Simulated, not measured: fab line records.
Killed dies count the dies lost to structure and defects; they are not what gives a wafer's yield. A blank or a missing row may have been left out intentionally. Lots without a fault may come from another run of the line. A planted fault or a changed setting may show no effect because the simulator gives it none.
Problem report, 8D (eight disciplines) form, completed by code + flow n5 finfet + the parts of the form that need people (team, actions taken, sign-off) are left out

== 1. THE PROBLEM ==
At N5_BEOL_M0_CUTY_CD_MEAS_57, cd nm averages 176.9 nm over 4 wafers from 3 lots, while fault-free wafers read 200.0 nm, standard deviation 0.98. That puts it -24 standard deviations away from the usual mean.
The step: target cd 200 nm.
Seen first at day 9 15:27 on cd sem-02, wafer L535.1. The record has a number at this step for 26 wafers belonging to 10 lots. The rule behind "out" and "out of limits": a value lying over 4 standard deviations away from the usual mean. The rest of the wafers with a number are treated as sound.

== 2. WHAT IT IS AND WHAT IT IS NOT ==
| question                    | is                             | is not                                                                          |
|-----------------------------|--------------------------------|---------------------------------------------------------------------------------|
| which readings at this step | cd nm                          | -                                                                               |
| which lots                  | L535, L536, L537               | L520, L522, L523, L524, L530, L541, L543                                        |
| which wafers of those lots  | L535.1, L536.2, L537.1, L537.2 | L535.5, L536.5                                                                  |
| read on which gauges        | cd sem-02, cd sem-03           | cd sem-01                                                                       |
| when                        | from day 9 15:27               | up to then (15 sound wafers); but 7 sound wafers of L536, L541, L543 came after |

== 3. THE SUSPECTS, EACH WITH WHAT RULES IT OUT ==
Counting: a tool at a process step up to the reading stays a suspect if it ran every lot that is out. Sound lots after the first of them don't rule it out here, since some wafers of a struck lot are sound.
- the gauge at N5_BEOL_M0_CUTY_CD_MEAS_57 has been ruled out. The wafers that are out were read on 2 gauges (cd sem-02, cd sem-03).
- arfi scanner-01 at N5_BEOL_M0_CUTY_EXPOSE_54 (exposes mask M0 ABLK): kept. It ran every lot that is out, first L535 (day 9 15:19); its last sound lot up to then is L524 (day 7 01:44).
After counting, what remains is arfi scanner-01 at N5_BEOL_M0_CUTY_EXPOSE_54.

== 4. THE CAUSE (what the simulator had put in) ==
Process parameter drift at N5_BEOL_M0_CUTY_EXPOSE_54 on arfi scanner-01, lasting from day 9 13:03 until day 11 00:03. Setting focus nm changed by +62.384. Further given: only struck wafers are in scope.
This tool alone remained once counting was done.

== 5. SEQUENCE OF EFFECTS, ordered by route ==
One row per reading whose mean, taken over the struck wafers that have a number, lies over 3 standard deviations from the usual. Readings are gone through only where the record gives a usual standard deviation; hours: the median, over the lots, of the time from a lot's start at the first step in this table giving one to that lot's start at this step; sigmas: the change measured in usual standard deviations.
| hours | step                       | reading | usual    | on struck wafers | change | sigmas |
|-------|----------------------------|---------|----------|------------------|--------|--------|
| 0     | N5_BEOL_M0_CUTY_CD_MEAS_57 | cd nm   | 200.0 nm | 176.9            | -23.1  | -24    |
Later measuring or inspecting steps at which every struck wafer that the step has a row for has a number for every such reading, and none has moved that far: N5_BEOL_M4_RC_MEAS_101.

== 6. WHAT WOULD HAVE CAUGHT IT SOONER ==
The first out-of-limits reading at a measuring or inspecting step in this record came at day 9 15:27, 2 hours after the fault's start at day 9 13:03.
L536, L537, from the lots that are out (3), started N5_BEOL_M0_CUTY_EXPOSE_54 on arfi scanner-01 later than day 9 15:27. A hold on the tool at that time would have spared those 2.
